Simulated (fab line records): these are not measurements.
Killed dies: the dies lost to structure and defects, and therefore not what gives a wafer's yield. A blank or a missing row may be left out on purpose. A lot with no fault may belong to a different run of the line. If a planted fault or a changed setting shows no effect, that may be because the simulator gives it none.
Split-lot study | flow n5Finfet | route with 1938 steps; 7 lots, 21 wafers read

== ABOUT THE SPLIT ==
At N5_BEOL_M3_ETCH_41 (etches SiCN in CH3F/O2, target depth 29.9 nm, time 52.5 s), the setting targetDepthA was moved away from the recipe's 299 angstrom on 6 of the 21 wafers read, by -8.9% to +8.9%. The other wafers ran this setting at the recipe's value.

Reading taken at the split's own step.

== THE READING ==
etch.depthNm (the simulator's own value, which no gauge read), in nm, at N5_BEOL_M3_ETCH_41 (etches SiCN in CH3F/O2, target depth 29.9 nm, time 52.5 s). No usual value for it is given in the file. Across the 15 wafers here that went through the recipe, the average is 19.75 nm and the standard deviation 0.26 nm.

wafer  | tool, chamber at the split | targetDepthA as run, angstrom | against the recipe | etch.depthNm, nm | against lot-mates on the recipe
L075.1 | rieDiel-05, 2              | 325.7                         | +8.9%              | 21.72            | +1.62
L075.4 | rieDiel-05, 0              | 299                           | recipe             | 20.03            | -
L075.6 | rieDiel-05, 1              | 299                           | recipe             | 20.16            | -
L079.1 | rieDiel-05, 0              | 299                           | recipe             | 19.74            | -
L079.2 | rieDiel-05, 1              | 276.5                         | -7.5%              | 18.35            | -1.40
L079.5 | rieDiel-05, 0              | 299                           | recipe             | 19.77            | -
L084.3 | rieDiel-04, 2              | 275.9                         | -7.7%              | 18.1             | -1.84
L084.4 | rieDiel-04, 3              | 275.9                         | -7.7%              | 17.95            | -1.99
L084.6 | rieDiel-04, 2              | 299                           | recipe             | 19.94            | -
L085.2 | rieDiel-04, 1,2            | 299                           | recipe             | 19.65            | -
L085.5 | rieDiel-04, 1,2            | 299                           | recipe             | 19.65            | -
L085.6 | rieDiel-04, 3              | 299                           | recipe             | 19.52            | -
L086.2 | rieDiel-05, 2              | 317.4                         | +6.2%              | 20.74            | +0.69
L086.3 | rieDiel-05, 3              | 299                           | recipe             | 20.3             | -
L086.5 | rieDiel-05, 0              | 299                           | recipe             | 19.79            | -
L088.2 | rieDiel-04, 0              | 272.4                         | -8.9%              | 18.21            | -1.37
L088.3 | rieDiel-04, 1              | 299                           | recipe             | 19.68            | -
L088.4 | rieDiel-04, 3              | 299                           | recipe             | 19.48            | -
L090.2 | rieDiel-04, 1              | 299                           | recipe             | 19.61            | -
L090.4 | rieDiel-04, 3              | 299                           | recipe             | 19.24            | -
L090.6 | rieDiel-04, 2              | 299                           | recipe             | 19.64            | -
When a row names more than one chamber, that row covers several wafers, and the file does not tell which wafer ran in which chamber.

THE FIT
A straight line over all 21 wafers: etch.depthNm changes by +0.2 nm for each +1% of targetDepthA; r = +0.96; the points scatter about the line by 0.26 nm.
The same after taking each lot's own level away (the mean of its wafers on the recipe; 21 wafers): +0.188 nm for each +1%; r = +0.96; scatter 0.22 nm.
Per that fit: largest targetDepthA move, reading shift of 1.7 nm.
The lots' own levels span 19.497 to 20.095 nm, that is 2.3 times the standard deviation above.
The two slopes are in agreement: the lot-to-lot level therefore moves the slope only a little.
Check: with one of the wafers moved furthest among these (+8.9%) left out of the fit, the line predicts +1.63 nm for it against its lot-mates. It came out at +1.62 nm against them.

== OTHER SPLITS APPLIED TO THESE WAFERS ==
Note: prior to the reading, these wafers also went through further splits. Each is held against what the fit with the lots' levels taken away leaves over:
other split on the same wafers  | wafers away from the commonest value | r with etch.depthNm (lot level and that fit taken away)
N5_BEOL_M2_TRENCH_ETCH_37 timeS | 6                                    | -0.05
N5_BEOL_M3_EXPOSE_25 doseMj     | 8                                    | +0.29
N5_BEOL_M3_TRENCH_ETCH_37 timeS | 4                                    | -0.03

== FILE'S OWN FIT ==
etch.depthNm changes by +0.18 nm for each +1% of targetDepthA, r = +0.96.
